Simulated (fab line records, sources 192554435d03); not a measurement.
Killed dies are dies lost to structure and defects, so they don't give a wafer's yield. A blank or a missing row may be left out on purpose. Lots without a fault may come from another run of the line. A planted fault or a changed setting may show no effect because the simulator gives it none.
fab line records | flow n5_finfet
record lots=3 wafers=9 last_day=12
route steps=1938 shown BEOL_M0@741 BEOL_M1@751 BEOL_M4@1111 PASSIVATION@1936
lots that met no fault: from a run of the same line without faults
start_h: hours from the record's first day to the start of the lot's first wafer shown | wait_h: hours since the lot's step before | " the same as in the row above | L1.1+2: a row that stands for several wafers | - no value, or no start given | * or withheld: withheld | < > ~ a bound
route shown NAME@n: a module of which the file shows steps, and the number in the route of the first | usual: mean/standard deviation of fault-free wafers | same: alike in all rows | chamber/n: place in a boat | sites: the reading at each site | _std_site: their standard deviation | _edge_site: outer sites' mean less inner sites' | radius_mm: how far each site lies from the wafer's centre | mask NAME#n: copy n | behind: the tool/chamber that last shaped the wafer | hold: why the lot was held/for how many hours/how that ended | device: the transistor (n, p or np) that didn't switch | end of line: the same wafers' tests at the end of the route | a step without rows: its recipe alone | killed: dies lost to structure and defects at the first sort, not the wafer's yield | map: a wafer's dies, x killed, . not, _ none there
set.NAME: the setting as run; set.NAME@STEP: as run at that earlier step | model.NAME: the simulator's own value behind a step, which no gauge read
lots at some steps of the route; a table a step, a row a wafer
services: from which hour (start_h, from the record's first day; less than 0 if before it) a tool's chamber was out of use, for how many hours, and why
## steps
# step N5_BEOL_M0_ECD_118
# recipe material=Cu target_thk_a=3000
# step N5_BEOL_M0_ANNEAL_119
# recipe temp_c=225 time_s=90 ambient=N2
# step N5_BEOL_M0_CMP_120
# recipe stop_on=SiOC t_overpolish_s=6.9 down_force_psi=1 platen_rpm=50 clearing_platen_down_force_psi=1.5 clearing_platen_rpm=50 post_cmp_clean=cu_alkaline clearing_platen_pad_velocity_m_s=0.99484 pad_velocity_m_s=0.99484
# step N5_BEOL_M0_PRE_CLEAN_131
# recipe gas=NH3/H2 time_s=15 temp_c=* rf_power_w=300
# step N5_BEOL_M0_CO_CAP_123
# recipe material=Co target_thk_a=20 temp_c=200 precursor=CCTBA/H2 pressure_torr=30 time_s=102.1
# step N5_BEOL_M0_PRE_CLEAN_124
# recipe gas=NH3 time_s=15 temp_c=withheld rf_power_w=300
# step N5_BEOL_M0_DEP_125
# recipe material=SiCN target_thk_a=80 temp_c=withheld precursor=3MS/NH3 pressure_torr=3 rf_w=202 time_s=14
# step N5_BEOL_M1_ILD_DEP_00
# recipe material=SiOC target_thk_a=790 temp_c=350 precursor=DEMS/O2 pressure_torr=5 rf_w=500 time_s=15.3
# step N5_BEOL_M1_PECVD_72
# recipe material=SiO2 target_thk_a=160 temp_c=400 precursor=TEOS/O2 pressure_torr=5.5 rf_w=450 teos_flow_sccm=53.8 gas=O2 flow_sccm=3000 time_s=18
# usual heater_power_w=643/55 rf_fwd_power_W=445.3/1.8 showerhead_plenum_p_Torr=8.76/0.037 showerhead_vpp_V=1286/84 susceptor_temp_C=400.00/0.2 throttle_valve_pct=22.1/0.81
# columns lot.wafer tool chamber start_h wait_h heater_power_w rf_fwd_power_W showerhead_plenum_p_Torr showerhead_vpp_V susceptor_temp_C throttle_valve_pct model.SiO2_of_BEOL_M1_PECVD_72.thk_nm
L632.1 pecvd-01 1 132.36 0.0 656 440.4 8.75 1338 400.02 22.7 15.8
L632.2 " 0 " " 604 443.7 8.72 1247 399.74 23.6 15.8
L632.3 " 2 " " 507 445.0 8.77 1185 399.68 21.7 16.2
L633.1 pecvd-01 0 133.53 0.0 674 443.9 8.72 1234 399.94 23.8 17.6
L633.5 " 1 " " 677 445.3 8.74 1320 399.70 22.8 16.2
L633.6 " 2 " " 618 444.1 8.78 1184 399.96 21.9 16.2
L635.1 pecvd-02 2 146.67 0.0 620 446.5 8.82 1388 400.15 21.7 15.6
L635.2 " 0 " " 528 446.8 8.76 1348 400.00 21.8 16
L635.3 " 0 " " 538 444.7 8.74 1362 399.92 22.0 16
# step N5_BEOL_M1_HM_DEP_02
# recipe material=TiN target_thk_a=200 temp_c=25 chamber_pressure_pa=0.49996
# step N5_BEOL_M1_COAT_61
# recipe resist=SOC temp_c=250 time_s=60 spin_rpm=1500 resist_thk_nm=60
# step N5_BEOL_M1_COAT_62
# recipe resist=SiARC temp_c=220 time_s=60 spin_rpm=1500 resist_thk_nm=12
# step N5_BEOL_M1_COAT_73
# recipe resist=underlayer temp_c=205 time_s=60 spin_rpm=1500 resist_thk_nm=5
# step N5_BEOL_M1_COAT_05
# recipe resist=CAR-EUV spin_rpm=1500 resist_thk_nm=30
# step N5_BEOL_M1_EBR_07
# recipe solvent=PGMEA ebr_width_mm=1.5
# step N5_BEOL_M1_SOFTBAKE_06
# recipe temp_c=110 time_s=60 resist=CAR-EUV
# step N5_BEOL_M1_EXPOSE_08
# recipe mask_id=M1 na=0.33 source_shape=dipole sigma_inner=0.369 sigma_outer=0.767 polarization=unpolarized dose_mj=33
# step N5_BEOL_M1_PEB_09
# recipe peb_temp_c=100 peb_time_s=60 resist=CAR-EUV
# step N5_BEOL_M1_DEVELOP_10
# recipe develop_time_s=30 developer=TMAH resist=CAR-EUV rinse_liquid=surfactant_rinse dry=air_spin dev_temp_c=23
# step N5_BEOL_M1_DESCUM_16
# recipe chemistry=O2 time_s=7 source_power_w=50 bias_power_w=20 pressure_mtorr=20 rf_frequency_hz=2.712e+07 temp_c=40 resist=CAR-EUV o2_flow_sccm=225
# step N5_BEOL_M1_ETCH_74
# recipe chemistry=N2/H2 target=underlayer target_depth_a=65 mask_material=CAR-EUV time_s=5.2 ion_energy_ev=200 pressure_mtorr=30 source_w=840 bias_w=150 n2_flow_sccm=200 h2_flow_sccm=200 ends=cleared
# step N5_BEOL_M1_ETCH_63
# recipe chemistry=CF4 target=SiARC target_depth_a=156 mask_material=CAR-EUV time_s=26 ion_energy_ev=80 pressure_mtorr=40 source_w=545 bias_w=36 Ar_flow_sccm=100 cf4_flow_sccm=100 ends=cleared
# step N5_BEOL_M1_ETCH_64
# recipe chemistry=N2/H2 target=SOC target_depth_a=750 overetch_a=150 mask_material=SiARC temp_c=40 time_s=112.5 ion_energy_ev=200 pressure_mtorr=30 source_w=840 bias_w=150 n2_flow_sccm=200 h2_flow_sccm=200
# step N5_BEOL_M1_STRIP_65
# recipe chemistry=N2/H2 temp_c=40 n2_flow_sccm=200 h2_flow_sccm=200 rf_frequency_hz=6e+07
# step N5_BEOL_M1_STRIP_75
# recipe chemistry=N2/H2 temp_c=40 n2_flow_sccm=200 h2_flow_sccm=200 rf_frequency_hz=6e+07
# step N5_BEOL_M1_STRIP_66
# recipe chemistry=CF4 resist=SiARC power_w=300 bias_power_w=75 pressure_mtorr=50 cf4_flow_sccm=150 rf_frequency_hz=6e+07
# step N5_BEOL_M1_HM_OPEN_17
# recipe chemistry=Cl2/BCl3 target_depth_a=200 overetch_a=60 target=TiN mask_material=SOC ion_energy_ev=150 pressure_mtorr=10 icp_w=1000 bias_w=126 Cl2_flow_sccm=53.25 bcl3_flow_sccm=21.75 Ar_flow_sccm=25
# step N5_BEOL_M1_STRIP_19
# recipe chemistry=O2 power_w=400 temp_c=40 pressure_mtorr=30 rf_frequency_hz=6e+07 bias_power_w=0 overash_fraction=0.2 o2_flow_sccm=225
# step N5_BEOL_M1_COAT_67
# recipe resist=SOC temp_c=250 time_s=60 spin_rpm=1500 resist_thk_nm=60
# step N5_BEOL_M1_COAT_68
# recipe resist=SiARC temp_c=220 time_s=60 spin_rpm=1500 resist_thk_nm=12
# step N5_BEOL_M1_COAT_76
# recipe resist=underlayer temp_c=205 time_s=60 spin_rpm=1500 resist_thk_nm=5
# step N5_BEOL_M1_COAT_22
# recipe resist=CAR-EUV spin_rpm=1500 resist_thk_nm=30
# step N5_BEOL_M1_EBR_24
# recipe solvent=PGMEA ebr_width_mm=1.5
# step N5_BEOL_M1_SOFTBAKE_23
# recipe temp_c=110 time_s=60 resist=CAR-EUV
# step N5_BEOL_M1_HM_STRIP_39
# recipe chemistry=peroxide_tin_strip material=TiN target_depth_a=250 temp_c=50 time_s=158
# same time_s=158
# columns lot.wafer tool chamber start_h wait_h model.SiO2_of_BEOL_M1_PECVD_72.thk_nm
L632.1 wet_bench-05 5 141.14 0.0 15.8
L632.2 " 2 " " 15.6
L632.3 " 7 " " 16
L633.1 wet_bench-04 5 142.13 0.0 17.4
L633.5 " 2 " " 16
L633.6 " 6 " " 16.2
L635.1 wet_bench-02 7 149.60 0.0 15.6
L635.2 " 0 " " 16
L635.3 " 2 " " 15.8
# step N5_BEOL_M4_RC_MEAS_101
# usual DIBL_N=35.9/1.7 DIBL_P=35.8/2.2 IOFF_N=0.15/0.03 IOFF_P=0.21/0.036 ION_N=674/12 ION_P=463/7.2 SS_N=71.3/0.59 SS_P=73.1/0.69 VT_N=250/3 VT_P=-251/3.2
# columns lot.wafer tool chamber start_h wait_h DIBL_N[mV/V] DIBL_P[mV/V] IOFF_N[nA/um] IOFF_P[nA/um] ION_N[uA/um] ION_P[uA/um] SS_N[mV/dec] SS_P[mV/dec] VT_N[mV] VT_P[mV]
L632.1 prober-01 0 177.11 0.1 36.4 35.7 0.16 0.24 672 464 71.5 73.7 248 -248
L632.2 " 0 " " 33.9 34.0 0.12 0.22 654 457 71.9 72.8 251 -249
L632.3 " 0 " " 37.6 37.5 0.18 0.27 678 473 72.1 74.2 250 -247
L633.1 prober-01 0 184.11 0.0 35.1 33.7 0.13 0.19 681 469 71.0 72.8 252 -251
L633.5 " 0 " " 37.1 35.6 0.17 0.21 675 460 70.9 73.4 248 -249
L633.6 " 0 " " 35.3 33.7 0.14 0.19 681 468 70.5 72.7 250 -249
L635.1 prober-02 0 185.90 0.0 36.4 37.1 0.17 0.26 685 474 71.4 73.4 246 -246
L635.2 " 0 " " 37.4 37.6 0.17 0.24 664 457 71.2 73.0 250 -246
L635.3 " 0 " " 36.4 36.1 0.15 0.22 683 473 71.6 73.2 249 -245
# step N5_PASSIVATION_PROBE_49
# usual defect_limited_yield=91.0/1.5 killed_at_M0_to_M3=35/12 killed_at_M4_up=15/5.8 killed_at_contacts=14/7.2 killed_at_front_end=40/10 killed_at_other=3/3 killed_dies=106/18 killed_open=68/14 killed_short=35/7.2 sort_bin_5_function=5.2/0.96 sort_bin_6_memory=3.3/0.69 sort_n_pass=1074/18 sort_yield_pct=91.0/1.5
# same gross_dies=1180 killed_at_back_side=0 sort_bin_4_leakage[%]=0 sort_bin_8_speed[%]=0
# columns lot.wafer tool chamber start_h wait_h defect_limited_yield[%] killed_at_M0_to_M3 killed_at_M4_up killed_at_contacts killed_at_front_end killed_at_other killed_dies killed_open killed_short sort_bin_5_function[%] sort_bin_6_memory[%] sort_n_pass sort_yield_pct[%]
L632.1 prober-01 - 280.32 0.0 92.3 28 14 6 38 5 91 63 27 4.9 2.5 1089 92.3
L632.2 prober-01 - 280.37 0.1 92.0 22 12 11 47 2 94 50 35 4.3 2.9 1086 92.0
L632.3 prober-01 - 280.42 0.1 90.6 50 11 5 43 2 111 71 40 6.2 2.7 1069 90.6
L633.1 prober-02 - 281.09 0.0 90.4 61 10 5 35 2 113 74 35 5.5 3.9 1067 90.4
L633.5 prober-02 - 281.29 0.2 88.7 63 14 10 46 0 133 100 31 7.0 3.8 1047 88.7
L633.6 prober-02 - 281.34 0.3 91.5 26 12 9 48 5 100 71 28 5.3 3.1 1080 91.5
# killed by level:class
L632.1 STI_FIN_REVEAL:geometric_particle:open=16 BEOL_M0_SAQP:geometric_particle:open=12 FIN_SAQP:geometric_particle:open=9 BEOL_M4:geometric_particle:open=7 FIN_SAQP:geometric_particle:short=6 BEOL_M0_SAQP:geometric_particle:short=6 MOL_CONTACT_COAG:geometric_particle:open=4 BEOL_M2:geometric_particle:open=4
L632.2 FIN_SAQP:geometric_particle:short=14 MOL_CONTACT_COAG:geometric_particle:open=8 FIN_SAQP:geometric_particle:open=6 BEOL_M0_SAQP:geometric_particle:open=6 BEOL_M0_SAQP:geometric_particle:short=5 BEOL_M1:geometric_particle:open=5 HKMG_FIN:area_etch=5 STI_FIN_REVEAL:geometric_particle:open=4
L632.3 BEOL_M1:geometric_particle:open=14 FIN_SAQP:geometric_particle:short=12 BEOL_M0_SAQP:geometric_particle:open=10 BEOL_M0_SAQP:geometric_particle:short=8 STI_FIN_REVEAL:geometric_particle:open=6 BEOL_M3:geometric_particle:open=6 BEOL_M0:geometric_particle:open=5 FIN_SAQP:geometric_particle:open=4
L633.1 BEOL_M2:geometric_particle:open=18 BEOL_M0_SAQP:geometric_particle:open=15 BEOL_M0_SAQP:geometric_particle:short=10 STI_FIN_REVEAL:geometric_particle:open=8 BEOL_M3:geometric_particle:open=8 DUMMY_GATE:geometric_particle:open=6 STARTING-WAFER:geometric_particle:short=5 FIN_SAQP:geometric_particle:open=4
L633.5 BEOL_M3:geometric_particle:open=26 BEOL_M2:geometric_particle:open=12 FIN_SAQP:geometric_particle:open=9 MOL_CONTACT_COAG:geometric_particle:open=9 STI_FIN_REVEAL:geometric_particle:open=8 BEOL_M0_SAQP:geometric_particle:short=7 FIN_SAQP:geometric_particle:short=6 BEOL_M1:geometric_particle:open=6
L633.6 FIN_SAQP:geometric_particle:open=14 FIN_SAQP:geometric_particle:short=8 BEOL_M3:geometric_particle:open=8 MOL_CONTACT_COAG:geometric_particle:open=8 STI_FIN_REVEAL:geometric_particle:open=7 DUMMY_GATE:geometric_particle:open=4 BEOL_M0_SAQP:geometric_particle:open=4 BEOL_M0_SAQP:geometric_particle:short=4
## services
# columns tool chamber start_h hours kind
pecvd-01 1 109.71 5.5 scheduled_down
pecvd-02 1 143.90 5.5 scheduled_down
## key
first_sign none at tools or gauges
model_effect step=N5_BEOL_M1_PECVD_72 value=SiO2_of_BEOL_M1_PECVD_72.thk_nm without=15.6 struck=17.6
model_effect step=N5_BEOL_M1_HM_STRIP_39 value=SiO2_of_BEOL_M1_PECVD_72.thk_nm without=15.4 struck=17.4
met_at N5_BEOL_M1_PECVD_72
struck_wafers L633.1
onset_between 132.36 133.53
fault kind=process_parameter_drift tool=pecvd-01 chamber=- onset_h=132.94 steps=N5_BEOL_M1_PECVD_72 channel=time_s offset=* shape=step end_h=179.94 scope=struck_wafers_only acts_in=* stated=*
